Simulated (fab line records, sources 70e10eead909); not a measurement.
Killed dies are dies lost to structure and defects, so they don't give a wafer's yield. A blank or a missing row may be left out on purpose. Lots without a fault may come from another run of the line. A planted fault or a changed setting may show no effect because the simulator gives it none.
Chamber matching | flow nand_harc | NHARC_P_BONDPAD_STRIP_15 on rie_diel-07: 4 sister chambers
The step strips in O2. 16 wafers are shown with their chamber, then 8 later ones without.

WAFERS WITH THEIR CHAMBER
wafer  | chamber | drypump_motor_current_A (A) | throttle_valve_pct (%) | rf_vpp_V (V)
L927.1 | 2       | 5.4                         | 17.031                 | 56.3
L927.3 | 1       | 4.9                         | 17.050                 | 57.1
L927.4 | 0       | 6.3                         | 17.028                 | 59.0
L929.1 | 3       | 5.3                         | 17.035                 | 55.8
L929.2 | 0       | 6.3                         | 17.046                 | 58.9
L929.6 | 1       | 5.0                         | 17.043                 | 56.2
L932.1 | 0       | 6.3                         | 17.037                 | 58.7
L932.3 | 3       | 5.3                         | 17.037                 | 57.4
L932.5 | 2       | 5.4                         | 17.036                 | 57.6
L934.2 | 2       | 5.4                         | 17.032                 | 56.0
L934.3 | 3       | 5.3                         | 17.037                 | 58.9
L934.4 | 0       | 6.3                         | 17.045                 | 58.1
L933.1 | 3       | 5.3                         | 17.029                 | 57.2
L933.4 | 0       | 6.3                         | 17.039                 | 57.2
L933.5 | 0       | 6.3                         | 17.029                 | 57.4
L939.1 | 3       | 5.3                         | 17.024                 | 58.3

SIGNATURES (means of the wafers above)
reading                 | chamber 0 | chamber 1 | chamber 2 | chamber 3 | scatter within a chamber
drypump_motor_current_A | 6.300     | 4.950     | 5.400     | 5.300     | 0.0204
throttle_valve_pct      | 17.03733  | 17.04650  | 17.03300  | 17.03240  | 0.00621
rf_vpp_V                | 58.217    | 56.650    | 56.633    | 57.520    | 0.934
Rule: a wafer's distance from a chamber is the root of the sum, over the readings, of the square of ((its reading less the chamber's mean) divided by the reading's scatter). The wafer belongs to the nearest chamber; if the next one is less than 2 further off, it can't be placed. The scatter: the root of (the sum of the squares of (reading less its chamber's mean) over the shown wafers, divided by (wafers less chambers)).

WAFERS WITHOUT THEIR CHAMBER
wafer  | drypump_motor_current_A (A) | throttle_valve_pct (%) | rf_vpp_V (V)
L939.3 | 4.9                         | 17.033                 | 57.1
L939.5 | 4.9                         | 17.029                 | 58.1
L947.2 | 5.0                         | 17.038                 | 58.5
L947.4 | 5.4                         | 17.048                 | 57.0
L947.6 | 5.4                         | 17.034                 | 57.6
L950.1 | 5.3                         | 17.032                 | 56.6
L950.2 | 5.4                         | 17.032                 | 57.2
L950.5 | 4.9                         | 17.030                 | 55.6

WHICH CHAMBER EACH WENT THROUGH
wafer  | from the rows above | in truth
L939.3 | 1                   | 1
L939.5 | 1                   | 1
L947.2 | 1                   | 1
L947.4 | 2                   | 2
L947.6 | 2                   | 2
L950.1 | 3                   | 3
L950.2 | 2                   | 2
L950.5 | 1                   | 1
Placed correctly: 8 of 8. Can't be placed from these rows: 0. Placed wrongly: 0.
